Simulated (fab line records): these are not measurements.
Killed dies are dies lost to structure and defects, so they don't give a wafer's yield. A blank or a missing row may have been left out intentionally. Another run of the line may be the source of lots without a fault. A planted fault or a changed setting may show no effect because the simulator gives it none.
fab line records || flow n5_finfet
[record] {"lots": 5, "wafers": 15, "last_day": 14}
route steps=1938 shown BEOL_M9@1445 BEOL_M10@1470 PASSIVATION@1936
lots that met no fault: taken from a fault-free run of the same line
start_h: hours from the record's opening day to when the first of the lot's shown wafers began || wait_h: hours since the lot's step before || " identical to the entry in the row above || L1.1+2: a single row standing in for several wafers || - no value present, or no start provided || * or withheld: withheld || < > ~ a bound
route shown NAME@n: names a module that has steps shown in the file, with the first one's number in the route || usual: mean/standard deviation taken from wafers without a fault || same: alike in all rows || chamber/n: place in a boat || sites: each site's reading || _std_site: how widely they spread, as a standard deviation || _edge_site: inner sites' mean taken away from outer sites' mean || radius_mm: for every site, how far away it sits from the centre of the wafer || mask NAME#n: copy n || behind: the last tool/chamber to shape the wafer || hold: what put the lot on hold/how long, in hours/how the hold closed || device: transistor that didn't switch, given as n, p or np || end of line: the same wafers' tests at the end of the route || a step given without rows: its recipe and nothing more || killed: the dies lost at the first sort to structure and to defects; this is not the yield of the wafer || map: shows each die of a wafer: x if killed, . if not, _ if none is there
set.NAME: the setting the step ran with; set.NAME@STEP: the setting that earlier step ran with || model.NAME: the simulator's own value behind a step, which no gauge read
lots seen at some steps along the route; tables by step, rows by wafer
[[steps]]
[step N5_BEOL_M9_STRIP_36]
[recipe] {"chemistry": "N2/H2", "power_w": 450, "temp_c": 40, "pressure_mtorr": 20, "rf_frequency_hz": 6e+07, "overash_fraction": 0.3, "bias_power_w": 7, "h2_frac": 0.5, "n2_flow_sccm": 200, "h2_flow_sccm": 200}
[step N5_BEOL_M9_TRENCH_ETCH_37]
[recipe] {"chemistry": "C4F6/O2", "target_depth_a": 1514.3, "target": "SiCOH_lowk", "time_s": 49, "ion_energy_ev": 250, "pressure_mtorr": 30, "source_w": 345, "bias_w": 185, "Ar_flow_sccm": 300, "C4F6_flow_sccm": 10, "O2_flow_sccm": 10}
[step N5_BEOL_M9_ETCH_41]
[recipe] {"chemistry": "CH3F/O2", "target": "SiCN", "target_depth_a": 366, "taper_deg": 2, "time_s": 70.1, "ion_energy_ev": 120, "mask_material": "TiN", "pressure_mtorr": 30, "source_w": 395, "bias_w": 75, "Ar_flow_sccm": 150, "CH3F_flow_sccm": 30, "O2_flow_sccm": 20}
[step N5_BEOL_M9_STRIP_80]
[recipe] {"chemistry": "N2/H2", "time_s": 10, "power_w": 450, "temp_c": 40, "pressure_mtorr": 20, "rf_frequency_hz": 6e+07, "bias_power_w": 7, "n2_flow_sccm": 200, "h2_flow_sccm": 200}
[step N5_BEOL_M9_HM_STRIP_39]
[recipe] {"chemistry": "peroxide_tin_strip", "material": "TiN", "target_depth_a": 250, "temp_c": 50, "time_s": 158}
[step N5_BEOL_M9_SRD_40]
[recipe] {"time_s": 30, "temp_c": 23, "rinse_liquid": "diw", "dry": "ipa_marangoni"}
[step N5_BEOL_M9_PRECLEAN_42]
[recipe] {"chemistry": "residue_remover", "time_s": 60, "temp_c": 40}
[step N5_BEOL_M9_SRD_43]
[recipe] {"time_s": 30, "temp_c": 23, "rinse_liquid": "diw", "dry": "ipa_marangoni"}
[step N5_BEOL_M9_CURE_72]
[recipe] {"temp_c": 370, "time_s": 120, "ambient": "DMADMS/He", "material": "SiCOH_lowk"}
[step N5_BEOL_M9_DEGAS_44]
[recipe] {"ambient": "vacuum", "temp_c": 250, "time_s": 60}
[step N5_BEOL_M9_PRE_CLEAN_45]
[recipe] {"gas": "H2/He", "time_s": 30, "temp_c": 250}
[usual] {"heater_power_w": "323/26"}
{"lot.wafer": "L131.1", "tool": "pvd_sputter-03", "chamber": "-", "start_h": 201.81, "wait_h": 0.0, "heater_power_w": 290}
{"lot.wafer": "L131.2", "tool": "pvd_sputter-03", "chamber": "-", "start_h": 201.81, "wait_h": 0.0, "heater_power_w": 312}
{"lot.wafer": "L131.6", "tool": "pvd_sputter-03", "chamber": "-", "start_h": 201.81, "wait_h": 0.0, "heater_power_w": 308}
{"lot.wafer": "L134.3", "tool": "pvd_sputter-03", "chamber": "-", "start_h": 214.55, "wait_h": 0.0, "heater_power_w": 313}
{"lot.wafer": "L134.4", "tool": "pvd_sputter-03", "chamber": "-", "start_h": 214.55, "wait_h": 0.0, "heater_power_w": 328}
{"lot.wafer": "L134.6", "tool": "pvd_sputter-03", "chamber": "-", "start_h": 214.55, "wait_h": 0.0, "heater_power_w": 313}
{"lot.wafer": "L138.1", "tool": "pvd_sputter-03", "chamber": "-", "start_h": 257.78, "wait_h": 0.0, "heater_power_w": 291}
{"lot.wafer": "L138.3", "tool": "pvd_sputter-03", "chamber": "-", "start_h": 257.78, "wait_h": 0.0, "heater_power_w": 310}
{"lot.wafer": "L138.5", "tool": "pvd_sputter-03", "chamber": "-", "start_h": 257.78, "wait_h": 0.0, "heater_power_w": 327}
{"lot.wafer": "L141.1", "tool": "pvd_sputter-03", "chamber": "-", "start_h": 269.70, "wait_h": 0.0, "heater_power_w": 278}
{"lot.wafer": "L141.4", "tool": "pvd_sputter-03", "chamber": "-", "start_h": 269.70, "wait_h": 0.0, "heater_power_w": 329}
{"lot.wafer": "L141.5", "tool": "pvd_sputter-03", "chamber": "-", "start_h": 269.70, "wait_h": 0.0, "heater_power_w": 329}
{"lot.wafer": "L142.2", "tool": "pvd_sputter-03", "chamber": "-", "start_h": 273.68, "wait_h": 0.0, "heater_power_w": 288}
{"lot.wafer": "L142.4", "tool": "pvd_sputter-03", "chamber": "-", "start_h": 273.68, "wait_h": 0.0, "heater_power_w": 311}
{"lot.wafer": "L142.5", "tool": "pvd_sputter-03", "chamber": "-", "start_h": 273.68, "wait_h": 0.0, "heater_power_w": 310}
[step N5_BEOL_M9_ALD_74]
[recipe] {"material": "TaN", "target_thk_a": 20, "temp_c": 275, "ald_precursor_family": "PDMAT", "ald_co_reactant": "NH3", "pressure_torr": 3, "carrier_flow_sccm": 1500, "pulse_time_s": 2, "purge_time_s": 3, "co_reactant_purge_time_s": 2, "co_reactant_pulse_time_s": 3, "ald_cycles": 40, "precursor_vessel_temp_c": 75, "precursor_vessel_pressure_torr": 26.25, "precursor_vessel_carrier_sccm": 1000}
[step N5_BEOL_M9_SURFACE_TREAT_79]
[recipe] {"gas": "Ar", "time_s": "*", "ion_energy_ev": "*", "ion_current_ma_cm2": 0.5, "pressure_mtorr": "*", "ar_flow_sccm": 30}
[step N5_BEOL_M9_CVD_78]
[recipe] {"material": "Co", "target_thk_a": 20, "temp_c": "withheld", "precursor": "CCTBA/H2", "pressure_torr": 30, "time_s": 138.9}
[step N5_BEOL_M9_SPUTTER_48]
[recipe] {"material": "Cu", "target_thk_a": 120, "temp_c": -20, "bias_v": 60, "power_w": 26000, "chamber_pressure_pa": 0.13, "time_s": 2}
[step N5_BEOL_M9_ECD_50]
[recipe] {"material": "Cu", "target_thk_a": 3180}
[step N5_BEOL_M9_ANNEAL_51]
[recipe] {"temp_c": 225, "time_s": 90, "ambient": "N2"}
[step N5_BEOL_M9_CMP_52]
[recipe] {"stop_on": "SiCOH_lowk", "t_overpolish_s": 7, "down_force_psi": 1, "platen_rpm": 50, "clearing_platen_down_force_psi": 1.5, "clearing_platen_rpm": 50, "post_cmp_clean": "cu_alkaline", "target_thk_nm": 140, "clearing_platen_pad_velocity_m_s": 0.99484, "pad_velocity_m_s": 0.99484}
[step N5_BEOL_M9_PRE_CLEAN_55]
[recipe] {"gas": "NH3", "time_s": 15, "temp_c": "withheld", "rf_power_w": 300}
[step N5_BEOL_M9_DEP_56]
[recipe] {"material": "SiCN", "target_thk_a": 150, "temp_c": "withheld", "precursor": "3MS/NH3", "pressure_torr": 3, "rf_w": 202, "time_s": 26.5}
[step N5_BEOL_M10_ILD_DEP_00]
[recipe] {"material": "SiCOH_lowk", "target_thk_a": 3085.1, "temp_c": 300, "precursor": "DEMS/porogen", "pressure_torr": 5, "rf_w": 500, "time_s": 58}
[step N5_BEOL_M10_CURE_71]
[recipe] {"temp_c": 385, "time_s": 240, "ambient": "He/Ar", "material": "SiCOH_lowk"}
[step N5_BEOL_M10_PECVD_70]
[recipe] {"material": "SiO2", "target_thk_a": 200, "temp_c": 400, "precursor": "TEOS/O2", "pressure_torr": 5.5, "rf_w": 450, "teos_flow_sccm": 53.8, "gas": "O2", "flow_sccm": 3000, "time_s": 22.7}
[step N5_BEOL_M10_HM_DEP_02]
[recipe] {"material": "TiN", "target_thk_a": 200, "temp_c": 25, "chamber_pressure_pa": 0.49996}
[step N5_BEOL_M10_COAT_59]
[recipe] {"resist": "SOC", "temp_c": 250, "time_s": 60, "spin_rpm": 1500, "resist_thk_nm": 100}
[step N5_BEOL_M10_COAT_60]
[recipe] {"resist": "SiARC", "temp_c": 220, "time_s": 60, "spin_rpm": 1500, "resist_thk_nm": 30}
[step N5_BEOL_M10_COAT_05]
[recipe] {"resist": "CAR-ArF", "spin_rpm": 1500, "resist_thk_nm": 90}
[step N5_BEOL_M10_EBR_07]
[recipe] {"solvent": "PGMEA", "ebr_width_mm": 1.5}
[step N5_BEOL_M10_SOFTBAKE_06]
[recipe] {"temp_c": 110, "time_s": 60, "resist": "CAR-ArF"}
[step N5_BEOL_M10_EXPOSE_08]
[recipe] {"mask_id": "M10", "na": 1.35, "source_shape": "dipole", "sigma_inner": 0.411, "sigma_outer": 0.611, "polarization": "te", "dose_mj": 53.75}
[step N5_BEOL_M10_PEB_09]
[recipe] {"peb_temp_c": "withheld", "peb_time_s": 60, "resist": "CAR-ArF"}
[step N5_BEOL_M10_DEVELOP_10]
[recipe] {"develop_time_s": 30, "developer": "TMAH", "resist": "CAR-ArF", "rinse_liquid": "diw", "dry": "air_spin", "dev_temp_c": 23}
[step N5_BEOL_M10_DESCUM_16]
[recipe] {"chemistry": "O2", "time_s": 7.9, "source_power_w": 50, "bias_power_w": 20, "pressure_mtorr": 20, "rf_frequency_hz": 2.712e+07, "temp_c": 40, "resist": "CAR-ArF", "o2_flow_sccm": 225}
[step N5_PASSIVATION_PROBE_49]
[usual] {"defect_limited_yield": "91.1/1.5", "killed_at_M0_to_M3": "35/11", "killed_at_M4_up": "13/5.7", "killed_at_contacts": "12/5.7", "killed_at_front_end": "40/11", "killed_at_other": "4/4.4", "killed_dies": "105/18", "killed_on_rim": "14/3.9", "killed_open": "68/14", "killed_short": "34/7.4", "sort_bin_4_leakage": "0.00/0.011", "sort_bin_5_function": "5.2/1", "sort_bin_6_memory": "3.3/0.67", "sort_bin_8_speed": "0.04/0.29", "sort_n_pass": "1074/18", "sort_yield_pct": "91.0/1.5"}
[same] {"gross_dies": 1180, "killed_at_back_side": 0}
{"lot.wafer": "L131.1", "tool": "prober-02", "chamber": "-", "start_h": 261.73, "wait_h": 0.8, "defect_limited_yield[%]": 92.1, "killed_at_M0_to_M3": 46, "killed_at_M4_up": 6, "killed_at_contacts": 10, "killed_at_front_end": 28, "killed_at_other": 3, "killed_dies": 93, "killed_on_rim": 16, "killed_open": 56, "killed_short": 35, "sort_bin_4_leakage[%]": 0, "sort_bin_5_function[%]": 5.1, "sort_bin_6_memory[%]": 2.6, "sort_bin_8_speed[%]": 0, "sort_n_pass": 1087, "sort_yield_pct[%]": 92.1}
{"lot.wafer": "L131.2", "tool": "prober-02", "chamber": "-", "start_h": 261.78, "wait_h": 0.8, "defect_limited_yield[%]": 91.5, "killed_at_M0_to_M3": 38, "killed_at_M4_up": 9, "killed_at_contacts": 4, "killed_at_front_end": 40, "killed_at_other": 9, "killed_dies": 100, "killed_on_rim": 15, "killed_open": 52, "killed_short": 45, "sort_bin_4_leakage[%]": 0, "sort_bin_5_function[%]": 5.3, "sort_bin_6_memory[%]": 2.7, "sort_bin_8_speed[%]": 0, "sort_n_pass": 1080, "sort_yield_pct[%]": 91.5}
{"lot.wafer": "L131.6", "tool": "prober-02", "chamber": "-", "start_h": 261.98, "wait_h": 1.0, "defect_limited_yield[%]": 91.2, "killed_at_M0_to_M3": 44, "killed_at_M4_up": 16, "killed_at_contacts": 5, "killed_at_front_end": 29, "killed_at_other": 10, "killed_dies": 104, "killed_on_rim": 16, "killed_open": 61, "killed_short": 39, "sort_bin_4_leakage[%]": 0, "sort_bin_5_function[%]": 5.4, "sort_bin_6_memory[%]": 3.0, "sort_bin_8_speed[%]": 0, "sort_n_pass": 1076, "sort_yield_pct[%]": 91.2}
{"lot.wafer": "L134.3", "tool": "prober-01", "chamber": "-", "start_h": 268.84, "wait_h": 0.1, "defect_limited_yield[%]": 89.7, "killed_at_M0_to_M3": 51, "killed_at_M4_up": 13, "killed_at_contacts": 9, "killed_at_front_end": 48, "killed_at_other": 1, "killed_dies": 122, "killed_on_rim": 15, "killed_open": 83, "killed_short": 37, "sort_bin_4_leakage[%]": 0, "sort_bin_5_function[%]": 5.8, "sort_bin_6_memory[%]": 4.0, "sort_bin_8_speed[%]": 0, "sort_n_pass": 1058, "sort_yield_pct[%]": 89.7}
{"lot.wafer": "L134.4", "tool": "prober-01", "chamber": "-", "start_h": 268.89, "wait_h": 0.2, "defect_limited_yield[%]": 88.6, "killed_at_M0_to_M3": 40, "killed_at_M4_up": 24, "killed_at_contacts": 16, "killed_at_front_end": 52, "killed_at_other": 3, "killed_dies": 135, "killed_on_rim": 24, "killed_open": 99, "killed_short": 35, "sort_bin_4_leakage[%]": 0, "sort_bin_5_function[%]": 6.0, "sort_bin_6_memory[%]": 5.3, "sort_bin_8_speed[%]": 0, "sort_n_pass": 1045, "sort_yield_pct[%]": 88.6}
{"lot.wafer": "L134.6", "tool": "prober-01", "chamber": "-", "start_h": 268.99, "wait_h": 0.3, "defect_limited_yield[%]": 89.3, "killed_at_M0_to_M3": 56, "killed_at_M4_up": 12, "killed_at_contacts": 4, "killed_at_front_end": 48, "killed_at_other": 6, "killed_dies": 126, "killed_on_rim": 12, "killed_open": 86, "killed_short": 38, "sort_bin_4_leakage[%]": 0, "sort_bin_5_function[%]": 6.4, "sort_bin_6_memory[%]": 3.7, "sort_bin_8_speed[%]": 0, "sort_n_pass": 1054, "sort_yield_pct[%]": 89.3}
{"lot.wafer": "L138.1", "tool": "prober-01", "chamber": "-", "start_h": 313.13, "wait_h": 0.0, "defect_limited_yield[%]": 82.4, "killed_at_M0_to_M3": 41, "killed_at_M4_up": 105, "killed_at_contacts": 18, "killed_at_front_end": 43, "killed_at_other": 1, "killed_dies": 208, "killed_on_rim": 32, "killed_open": 74, "killed_short": 32, "sort_bin_4_leakage[%]": 0.08, "sort_bin_5_function[%]": 10.8, "sort_bin_6_memory[%]": 4.0, "sort_bin_8_speed[%]": 0, "sort_n_pass": 971, "sort_yield_pct[%]": 82.3}
{"lot.wafer": "L138.3", "tool": "prober-01", "chamber": "-", "start_h": 313.23, "wait_h": 0.1, "defect_limited_yield[%]": 84.3, "killed_at_M0_to_M3": 33, "killed_at_M4_up": 96, "killed_at_contacts": 5, "killed_at_front_end": 49, "killed_at_other": 2, "killed_dies": 185, "killed_on_rim": 30, "killed_open": 65, "killed_short": 33, "sort_bin_4_leakage[%]": 0, "sort_bin_5_function[%]": 10.2, "sort_bin_6_memory[%]": 4.3, "sort_bin_8_speed[%]": 0.08, "sort_n_pass": 995, "sort_yield_pct[%]": 84.3}
{"lot.wafer": "L138.5", "tool": "prober-01", "chamber": "-", "start_h": 313.33, "wait_h": 0.2, "defect_limited_yield[%]": 83.6, "killed_at_M0_to_M3": 30, "killed_at_M4_up": 123, "killed_at_contacts": 8, "killed_at_front_end": 31, "killed_at_other": 1, "killed_dies": 193, "killed_on_rim": 35, "killed_open": 46, "killed_short": 37, "sort_bin_4_leakage[%]": 0, "sort_bin_5_function[%]": 10.4, "sort_bin_6_memory[%]": 3.6, "sort_bin_8_speed[%]": 0, "sort_n_pass": 987, "sort_yield_pct[%]": 83.6}
{"lot.wafer": "L141.1", "tool": "prober-01", "chamber": "-", "start_h": 320.51, "wait_h": 0.0, "defect_limited_yield[%]": 84.2, "killed_at_M0_to_M3": 24, "killed_at_M4_up": 97, "killed_at_contacts": 8, "killed_at_front_end": 56, "killed_at_other": 1, "killed_dies": 186, "killed_on_rim": 26, "killed_open": 49, "killed_short": 43, "sort_bin_4_leakage[%]": 0, "sort_bin_5_function[%]": 10.8, "sort_bin_6_memory[%]": 3.0, "sort_bin_8_speed[%]": 0, "sort_n_pass": 994, "sort_yield_pct[%]": 84.2}
{"lot.wafer": "L141.4", "tool": "prober-01", "chamber": "-", "start_h": 320.66, "wait_h": 0.2, "defect_limited_yield[%]": 83.9, "killed_at_M0_to_M3": 32, "killed_at_M4_up": 108, "killed_at_contacts": 9, "killed_at_front_end": 41, "killed_at_other": 0, "killed_dies": 190, "killed_on_rim": 28, "killed_open": 60, "killed_short": 29, "sort_bin_4_leakage[%]": 0, "sort_bin_5_function[%]": 9.2, "sort_bin_6_memory[%]": 4.2, "sort_bin_8_speed[%]": 0, "sort_n_pass": 990, "sort_yield_pct[%]": 83.9}
{"lot.wafer": "L141.5", "tool": "prober-01", "chamber": "-", "start_h": 320.71, "wait_h": 0.2, "defect_limited_yield[%]": 81.5, "killed_at_M0_to_M3": 56, "killed_at_M4_up": 112, "killed_at_contacts": 11, "killed_at_front_end": 38, "killed_at_other": 1, "killed_dies": 218, "killed_on_rim": 35, "killed_open": 80, "killed_short": 36, "sort_bin_4_leakage[%]": 0, "sort_bin_5_function[%]": 11.7, "sort_bin_6_memory[%]": 4.7, "sort_bin_8_speed[%]": 0, "sort_n_pass": 962, "sort_yield_pct[%]": 81.5}
{"lot.wafer": "L142.2", "tool": "prober-02", "chamber": "-", "start_h": 332.80, "wait_h": 0.1, "defect_limited_yield[%]": 85.2, "killed_at_M0_to_M3": 20, "killed_at_M4_up": 105, "killed_at_contacts": 5, "killed_at_front_end": 41, "killed_at_other": 4, "killed_dies": 175, "killed_on_rim": 25, "killed_open": 46, "killed_short": 20, "sort_bin_4_leakage[%]": 0, "sort_bin_5_function[%]": 9.2, "sort_bin_6_memory[%]": 2.6, "sort_bin_8_speed[%]": 0, "sort_n_pass": 1005, "sort_yield_pct[%]": 85.2}
{"lot.wafer": "L142.4", "tool": "prober-02", "chamber": "-", "start_h": 332.90, "wait_h": 0.2, "defect_limited_yield[%]": 84.5, "killed_at_M0_to_M3": 21, "killed_at_M4_up": 96, "killed_at_contacts": 17, "killed_at_front_end": 43, "killed_at_other": 6, "killed_dies": 183, "killed_on_rim": 29, "killed_open": 59, "killed_short": 38, "sort_bin_4_leakage[%]": 0, "sort_bin_5_function[%]": 10.3, "sort_bin_6_memory[%]": 3.8, "sort_bin_8_speed[%]": 0, "sort_n_pass": 997, "sort_yield_pct[%]": 84.5}
{"lot.wafer": "L142.5", "tool": "prober-02", "chamber": "-", "start_h": 332.95, "wait_h": 0.2, "defect_limited_yield[%]": 87.5, "killed_at_M0_to_M3": 17, "killed_at_M4_up": 86, "killed_at_contacts": 8, "killed_at_front_end": 29, "killed_at_other": 8, "killed_dies": 148, "killed_on_rim": 30, "killed_open": 45, "killed_short": 22, "sort_bin_4_leakage[%]": 0, "sort_bin_5_function[%]": 9.2, "sort_bin_6_memory[%]": 1.9, "sort_bin_8_speed[%]": 0, "sort_n_pass": 1032, "sort_yield_pct[%]": 87.5}
// killed by level:class
L131.1 MOL_CONTACT_COAG:geometric_particle:open=10 BEOL_M0_SAQP:geometric_particle:short=9 FIN_SAQP:geometric_particle:short=8 BEOL_M0_SAQP:geometric_particle:open=7 BEOL_M1:geometric_particle:open=7 BEOL_M3:geometric_particle:open=7 BEOL_M1:geometric_particle:short=6 BEOL_M2:geometric_particle:open=6
L131.2 STI_FIN_REVEAL:geometric_particle:open=15 FIN_SAQP:geometric_particle:short=11 BEOL_M1:geometric_particle:open=9 BEOL_M1:geometric_particle:short=7 BEOL_M0_SAQP:geometric_particle:short=6 BEOL_M3:geometric_particle:open=5 BEOL_M0_SAQP:geometric_particle:open=4 BEOL_M2:geometric_particle:open=4
L131.6 FIN_SAQP:geometric_particle:short=11 BEOL_M0_SAQP:geometric_particle:short=9 BEOL_M0_SAQP:geometric_particle:open=8 BEOL_M1:geometric_particle:open=8 BEOL_M4:geometric_particle:open=7 BEOL_M2:geometric_particle:open=6 STI_FIN_REVEAL:geometric_particle:open=5 BEOL_M1:geometric_particle:short=5
L134.3 STI_FIN_REVEAL:geometric_particle:open=16 BEOL_M1:geometric_particle:open=16 BEOL_M0_SAQP:geometric_particle:short=9 DUMMY_GATE:geometric_particle:open=7 BEOL_M2:geometric_particle:open=7 FIN_SAQP:geometric_particle:short=6 BEOL_M4:geometric_particle:open=6 BEOL_M0_SAQP:geometric_particle:open=6
L134.4 STI_FIN_REVEAL:geometric_particle:open=15 FIN_SAQP:geometric_particle:open=14 MOL_CONTACT_COAG:geometric_particle:open=14 BEOL_M4:geometric_particle:open=13 BEOL_M3:geometric_particle:open=12 BEOL_M0_SAQP:geometric_particle:short=11 BEOL_M0_SAQP:geometric_particle:open=8 STARTING-WAFER:geometric_particle:short=7
L134.6 BEOL_M3:geometric_particle:open=22 STI_FIN_REVEAL:geometric_particle:open=15 BEOL_M0_SAQP:geometric_particle:short=14 FIN_SAQP:geometric_particle:open=10 BEOL_M0_SAQP:geometric_particle:open=9 BEOL_M4:geometric_particle:open=7 DUMMY_GATE:geometric_particle:open=5 GATE_CUT:geometric_particle:short=4
L138.1 BEOL_M9:unspecified=97 MOL_CONTACT_COAG:geometric_particle:open=14 FIN_SAQP:geometric_particle:open=10 BEOL_M0_SAQP:geometric_particle:short=10 BEOL_M3:geometric_particle:open=10 STI_FIN_REVEAL:geometric_particle:open=5 GATE_CUT:geometric_particle:open=5 BEOL_M1:geometric_particle:open=5
L138.3 BEOL_M9:unspecified=84 FIN_SAQP:geometric_particle:open=11 FIN_SAQP:geometric_particle:short=9 BEOL_M3:geometric_particle:open=9 STI_FIN_REVEAL:geometric_particle:open=7 BEOL_M0_SAQP:geometric_particle:open=6 BEOL_M0_SAQP:geometric_particle:short=6 STI_FIN_REVEAL:geometric_particle:short=5
L138.5 BEOL_M9:unspecified=105 FIN_SAQP:geometric_particle:short=17 MOL_CONTACT_COAG:geometric_particle:open=7 BEOL_M0_SAQP:geometric_particle:short=7 BEOL_M3:geometric_particle:open=7 BEOL_M2:geometric_particle:open=6 BEOL_M4:geometric_particle:open=6 FIN_SAQP:geometric_particle:open=5
L141.1 BEOL_M9:unspecified=91 STI_FIN_REVEAL:geometric_particle:open=18 STARTING-WAFER:geometric_particle:short=7 BEOL_M0_SAQP:geometric_particle:open=6 BEOL_M0_SAQP:geometric_particle:short=6 FIN_SAQP:geometric_particle:open=5 FIN_SAQP:geometric_particle:short=5 STI_FIN_REVEAL:geometric_particle:short=5
L141.4 BEOL_M9:unspecified=101 STI_FIN_REVEAL:geometric_particle:open=16 FIN_SAQP:geometric_particle:open=9 BEOL_M0_SAQP:geometric_particle:open=9 BEOL_M0_SAQP:geometric_particle:short=7 MOL_CONTACT_COAG:geometric_particle:open=7 FIN_SAQP:geometric_particle:short=4 BEOL_M1:geometric_particle:open=4
L141.5 BEOL_M9:unspecified=102 BEOL_M0_SAQP:geometric_particle:short=18 STI_FIN_REVEAL:geometric_particle:open=17 BEOL_M2:geometric_particle:open=17 BEOL_M0_SAQP:geometric_particle:open=12 MOL_CONTACT_COAG:geometric_particle:open=10 DUMMY_GATE:geometric_particle:open=7 BEOL_M4:geometric_particle:open=4
L142.2 BEOL_M9:unspecified=96 HKMG_FIN:area_etch=10 BEOL_M2:geometric_particle:open=9 FIN_SAQP:geometric_particle:open=8 BEOL_M4:geometric_particle:open=6 STI_FIN_REVEAL:geometric_particle:open=5 ILD0:geometric_particle:short=4 GATE_CUT:geometric_particle:short=4
L142.4 BEOL_M9:unspecified=81 DUMMY_GATE:geometric_particle:open=11 MOL_CONTACT_COAG:geometric_particle:open=11 FIN_SAQP:geometric_particle:open=9 BEOL_M0_SAQP:geometric_particle:short=9 BEOL_M0_SAQP:geometric_particle:open=7 BEOL_M4:geometric_particle:open=7 MOL_CONTACT_COAG:geometric_particle:short=6
L142.5 BEOL_M9:unspecified=74 STI_FIN_REVEAL:geometric_particle:open=9 MOL_CONTACT_COAG:geometric_particle:open=7 MIM_TOP_ETCH:area_etch=6 FIN_SAQP:geometric_particle:open=5 BEOL_M4:geometric_particle:open=5 BEOL_M0_SAQP:geometric_particle:open=4 BEOL_M0_SAQP:geometric_particle:short=4
// map L138.1 (x killed, . not)
_________________............________________
______________..xxx.........x..._____________
___________..x....x.x.....x.......x__________
__________.......x.................._________
________...........................x.._______
_______xx...............x.......x.xx...______
______.xx..x......x.............x......._____
_____x.....x..x.x..........xx.....x......____
____.....x..........x.........x...x.......___
___...x..x.............x..........x........__
___.x..x............x........x.....x.......__
__.......x.............x........xx......x.xx_
__.............x...x........................_
_..xx.....x........................x.....x...
_..xxx..x...............................x....
_.x.x.xx...x.xx.............x.........x......
_xxxxxxxx.xx....................x.....x.....x
_x.xxxxxx.x..x........x........x.x...........
_xxxxxxxxxxx..........x.x....................
_xxxxxxxxxxxx.x..x....xxx.........x.......x..
_xxxxxxxxxxxx...........x....................
__xxxxxxxxxx............................xx.._
__xxxxxxxx.x.....................x....x...x._
___xxxxxxxx.x.....x....x.......x.......x...__
___xxxxxxx.........................x.......__
____x.xxx...............................x.___
_____.xxx...........................xx...____
______......x...........x..............._____
_______....x........................x..______
________............x.x..............._______
__________......x..................._________
___________........................__________
______________.x..x.x..x........_____________
_________________.x....x.....________________
// map L141.5 (x killed, . not)
_________________xxxxxxxxxx..________________
______________xxxxxxxxxxxxxx.x.._____________
___________.x.xxxxxxxxxxx.x......x.__________
__________....xxxxxxxxxxxxx...x....._________
________.xx..xxxxxxxxxxxxx.x.........._______
_______...xx.xxxxxxxxxxxx..............______
______..x....x.xxxxxxxx....x...x.....x.._____
_____..........xxxxxxx.xxx.x.........x...____
____..........xxx..x...xx...x...x.......x.___
___..xx..........x.x....................xx.__
___..................x.x................x..__
__.......xx...x.......x.....x.....x........._
__.................x.............x.........._
_..........x.......................x...xx....
_............x..x....x......x................
_.............x..x.x................xx......x
_.....x..................x............x....x.
_.............x............................x.
_.............x.......x............x.........
_.x.xx........x.x.....x.x......x.....x.....x.
_.x.............x....xx......................
__..x...........xx.............xx........x.._
__x.x...........................x....x.x..x._
___...xx....x...........................x..__
___.x........x...............x..x........x.__
____.xx.........x....x......x.x..........x___
_____..................................x.____
______....x.................x..x........_____
_______.x...................x...xx.....______
________..x.....x.........xx...x......_______
__________.....x........x..........._________
___________...x...............x....__________
______________........x........._____________
_________________x...........________________
[[key]]
[first_sign] {"step": "N5_PASSIVATION_PROBE_49", "reading": "killed_at_M4_up", "direction": "up", "sigmas": 16, "usual": 13, "struck": 103}
[effect] {"step": "N5_PASSIVATION_PROBE_49", "reading": "defect_limited_yield", "direction": "down", "sigmas": 4.7, "usual": 91.1, "struck": 84.1}
[more_kills_born_at] {"N5_BEOL_M9_PRE_CLEAN_45@pvd_sputter-03": 831}
met_at N5_BEOL_M9_PRE_CLEAN_45
struck_wafers L138.1,L138.3,L138.5,L141.1,L141.4,L141.5,L142.2,L142.4,L142.5
[baseline_loss] {"step": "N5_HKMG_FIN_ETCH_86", "wafers": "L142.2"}
onset_between 214.55 257.78
also_fits time
[fault] {"kind": "chamber_particle_source", "tool": "pvd_sputter-03", "chamber": "-", "onset_h": 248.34, "steps": "N5_BEOL_M9_PRE_CLEAN_45", "rate_per_visit_cm2": 0.75247, "end_h": 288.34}
// baseline_loss: these wafers lose ten dies or more at that step, a loss of the line's own and not of a fault; the sort's usual values leave them out
